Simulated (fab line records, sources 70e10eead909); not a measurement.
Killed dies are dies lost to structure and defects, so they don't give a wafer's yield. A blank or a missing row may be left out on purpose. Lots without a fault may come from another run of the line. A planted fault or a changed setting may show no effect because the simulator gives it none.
Chamber matching | flow nand_harc | NHARC_A_BONDPAD_ETCH_24 on rie_diel-06: 4 sister chambers
The step etches the open film in CF4/N2, target depth 30 nm, time 72.99 s. 4 wafers are shown with their chamber, then 8 later ones without.

WAFERS WITH THEIR CHAMBER
wafer  | chamber | drypump_motor_current_A (A)
L660.4 | 1       | 5.4
L658.1 | 0       | 5.0
L658.6 | 2       | 5.4
L661.1 | 3       | 6.0

WAFERS WITHOUT THEIR CHAMBER
wafer  | drypump_motor_current_A (A)
L661.3 | 5.3
L661.6 | 6.0
L662.2 | 5.3
L662.3 | 5.4
L662.5 | 5.3
L667.1 | 6.0
L667.3 | 5.0
L667.4 | 5.0

WHICH CHAMBER EACH WENT THROUGH
wafer  | from the rows above     | in truth
L661.3 | can't be placed: 1 or 2 | 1
L661.6 | 3                       | 3
L662.2 | can't be placed: 1 or 2 | 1
L662.3 | can't be placed: 1 or 2 | 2
L662.5 | can't be placed: 1 or 2 | 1
L667.1 | 3                       | 3
L667.3 | 0                       | 0
L667.4 | 0                       | 0
Placed correctly: 4 of 8. Can't be placed from these rows: 4 (the true chamber is among the candidates in 4). Placed wrongly: 0.
How it was worked out, from the rows above alone: a wafer's distance from a chamber is the root of the sum, over the readings, of the square of ((its reading less the chamber's mean) divided by the reading's scatter). The wafer belongs to the nearest chamber; if the next one is less than 2 further off, it can't be placed. A chamber's mean is the mean of its shown wafers. The scatter: with one shown wafer a chamber, the root of the mean of the squares of how far each hidden wafer lies from its nearest shown one.
